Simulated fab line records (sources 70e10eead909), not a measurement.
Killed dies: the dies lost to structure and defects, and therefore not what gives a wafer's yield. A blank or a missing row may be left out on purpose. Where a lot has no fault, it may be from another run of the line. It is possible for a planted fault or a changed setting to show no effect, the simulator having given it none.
The tool behind it: which one? / flow nand_harc / 6 lots, 18 wafers sampled, at 4 steps of a route of 1159

== WHAT THE GAUGES READ, wafer by wafer ==
NHARC_P_M2_CD_MEAS_09 targets a cd of 170 nm.
lot=L317; measured=day 6 10:05; on=cd_sem-03; cd_nm (nm)=169.5 169.8 170.6
lot=L319; measured=day 6 23:14; on=cd_sem-02; cd_nm (nm)=170.2 169.9 169.9
lot=L321; measured=day 7 14:43; on=cd_sem-02; cd_nm (nm)=169.6 169.0 168.3
lot=L329; measured=day 10 06:12; on=cd_sem-03; cd_nm (nm)=169.2 169.4 177.3
lot=L332; measured=day 10 16:04; on=cd_sem-01; cd_nm (nm)=169.5 169.7 169.1
lot=L338; measured=day 11 16:34; on=cd_sem-03; cd_nm (nm)=170.4 169.9 170.1

== WHICH TOOL RAN EACH LOT (tool, then ch and the chambers of the sampled wafers, then the start) ==
lot=L317; NHARC_P_M1_PRE_CLEAN_30=pvd_sputter-03, day 6 08:23 or earlier; NHARC_P_M1_CMP_23=cmp-04 ch 0,2,3, day 6 08:23; NHARC_P_M2_EXPOSE_06=arfi_scanner-01 ch 0, day 6 09:56
lot=L319; NHARC_P_M1_PRE_CLEAN_30=pvd_sputter-03, day 6 21:23 or earlier; NHARC_P_M1_CMP_23=cmp-01 ch 0,1,3, day 6 21:23; NHARC_P_M2_EXPOSE_06=arfi_scanner-02 ch 0, day 6 23:06
lot=L321; NHARC_P_M1_PRE_CLEAN_30=pvd_sputter-03, day 7 12:59 or earlier; NHARC_P_M1_CMP_23=cmp-01 ch 0,1,2, day 7 12:59; NHARC_P_M2_EXPOSE_06=arfi_scanner-03 ch 0, day 7 14:35
lot=L329; NHARC_P_M1_PRE_CLEAN_30=pvd_sputter-02, day 10 04:20 or earlier; NHARC_P_M1_CMP_23=cmp-04 ch 0,3, day 10 04:20; NHARC_P_M2_EXPOSE_06=arfi_scanner-01 ch 0, day 10 06:04
lot=L332; NHARC_P_M1_PRE_CLEAN_30=pvd_sputter-01, day 10 14:10 or earlier; NHARC_P_M1_CMP_23=cmp-01 ch 1,2,3, day 10 14:10; NHARC_P_M2_EXPOSE_06=arfi_scanner-02 ch 0, day 10 15:55
lot=L338; NHARC_P_M1_PRE_CLEAN_30=pvd_sputter-02, day 11 14:28 or earlier; NHARC_P_M1_CMP_23=cmp-02 ch 0,1, day 11 14:28; NHARC_P_M2_EXPOSE_06=arfi_scanner-03 ch 0, day 11 16:25
- NHARC_P_M1_PRE_CLEAN_30: time 30 s.
- NHARC_P_M1_CMP_23: polishes, t overpolish 20 s, target thk 157.82 nm.
- NHARC_P_M2_EXPOSE_06: exposes mask P M2, target cd 170 nm.

== THE ANSWER, worked out from the rows above alone ==
Rule: usual is defined by the lots themselves. Put in order of their means at a reading, lots are off if they are a third of the lots or fewer, leave a main group of 4 or more, and stand apart from it by a gap of 3 or more times the standard deviation of the main group's means; of several such gaps the widest counts. Not used: any main group whose means are identical at the precision the tables above print for the reading. Also off: a lot with no number at a reading for which 4 or more lots have one. Any other lot the step has rows for is counted as sound.
Off at NHARC_P_M2_CD_MEAS_09 (cd_nm): L329. The main group has a mean of 169.7 nm with a standard deviation of 0.44.
If a tool, at a process step before that reading, ran all the lots that are off and no sound lot after the first of them, it fits. Those tools and the gauges at NHARC_P_M2_CD_MEAS_09 are tried in the same way. Because NHARC_P_M1_PRE_CLEAN_30 lacks a start for some lots, the hours and order of its lots are taken from NHARC_P_M1_CMP_23. Can't be told from this: 2 tools fit, cmp-04 at NHARC_P_M1_CMP_23, arfi_scanner-01 at NHARC_P_M2_EXPOSE_06.

== WHAT HAD BEEN PUT IN BY THE SIMULATOR ==
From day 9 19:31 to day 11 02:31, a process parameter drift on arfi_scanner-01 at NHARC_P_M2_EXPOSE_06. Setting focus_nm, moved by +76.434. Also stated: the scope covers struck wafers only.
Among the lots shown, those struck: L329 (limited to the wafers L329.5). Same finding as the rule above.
